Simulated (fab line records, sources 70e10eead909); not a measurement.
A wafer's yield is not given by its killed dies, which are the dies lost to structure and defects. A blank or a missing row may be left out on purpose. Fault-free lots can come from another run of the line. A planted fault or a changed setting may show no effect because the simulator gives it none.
Chamber matching + flow nandHarc + NHARC_A_M1_ETCH_15 on rieDiel-12: 3 sister chambers
The step etches the open film in C4F8/Ar, target depth 182.5 nm, time 91.2 s. 14 wafers are shown with their chamber, then 4 later ones without.

== WAFERS, EACH WITH ITS CHAMBER ==
| wafer  | chamber | oesProductAu (a.u.) | rfVppV (V) | runLengthS (s) |
|--------|---------|---------------------|------------|----------------|
| L415.1 | 1       | 0.984               | 444.7      | 112.9          |
| L415.5 | 1       | 0.991               | 442.8      | 113.1          |
| L415.6 | 0       | 0.980               | 442.9      | 113.2          |
| L418.1 | 1       | 1.005               | 443.9      | 112.5          |
| L418.2 | 3       | 0.952               | 446.8      | 112.4          |
| L418.6 | 1       | 0.992               | 443.3      | 112.7          |
| L417.1 | 1       | 0.998               | 443.6      | 112.5          |
| L417.3 | 3       | 0.950               | 445.3      | 112.6          |
| L417.5 | 3       | 0.955               | 445.8      | 112.3          |
| L420.2 | 0       | 0.983               | 442.6      | 113.0          |
| L420.3 | 3       | 0.971               | 444.8      | 112.3          |
| L420.6 | 0       | 0.979               | 442.4      | 112.9          |
| L419.3 | 0       | 0.989               | 443.8      | 113.0          |
| L419.4 | 3       | 0.962               | 445.7      | 112.8          |

SIGNATURES, as means of the wafers listed above
| reading      | chamber 0 | chamber 1 | chamber 3 | scatter within a chamber |
|--------------|-----------|-----------|-----------|--------------------------|
| oesProductAu | 0.98275   | 0.99400   | 0.95800   | 0.00741                  |
| rfVppV       | 442.925   | 443.660   | 445.680   | 0.697                    |
| runLengthS   | 113.025   | 112.740   | 112.480   | 0.215                    |
Rule: a wafer's distance from a chamber is the root of the sum, over the readings, of the square of ((its reading less the chamber's mean) divided by the reading's scatter). If the next closest chamber is less than 2 further off than the closest, the wafer can't be placed; otherwise it belongs to the closest. The scatter is the square root of a quotient: the sum, over the shown wafers, of each reading's squared deviation from its chamber's mean, divided by wafers minus chambers.

== WAFERS WITHOUT THEIR CHAMBER ==
| wafer  | oesProductAu (a.u.) | rfVppV (V) | runLengthS (s) |
|--------|---------------------|------------|----------------|
| L425.5 | 0.971               | 446.1      | 112.3          |
| L425.6 | 0.981               | 442.6      | 113.1          |
| L423.2 | 0.993               | 444.4      | 113.4          |
| L423.5 | 0.998               | 443.4      | 113.0          |

== EACH ONE'S CHAMBER ==
| wafer  | from the rows above     | in truth |
|--------|-------------------------|----------|
| L425.5 | 3                       | 3        |
| L425.6 | 0                       | 0        |
| L423.2 | can't be placed: 0 or 1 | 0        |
| L423.5 | can't be placed: 1 or 0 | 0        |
Correct placement for 2 of the 4. Unplaceable from these rows: 2, with the true chamber sitting among the candidates in 2. Wrongly placed: 0.
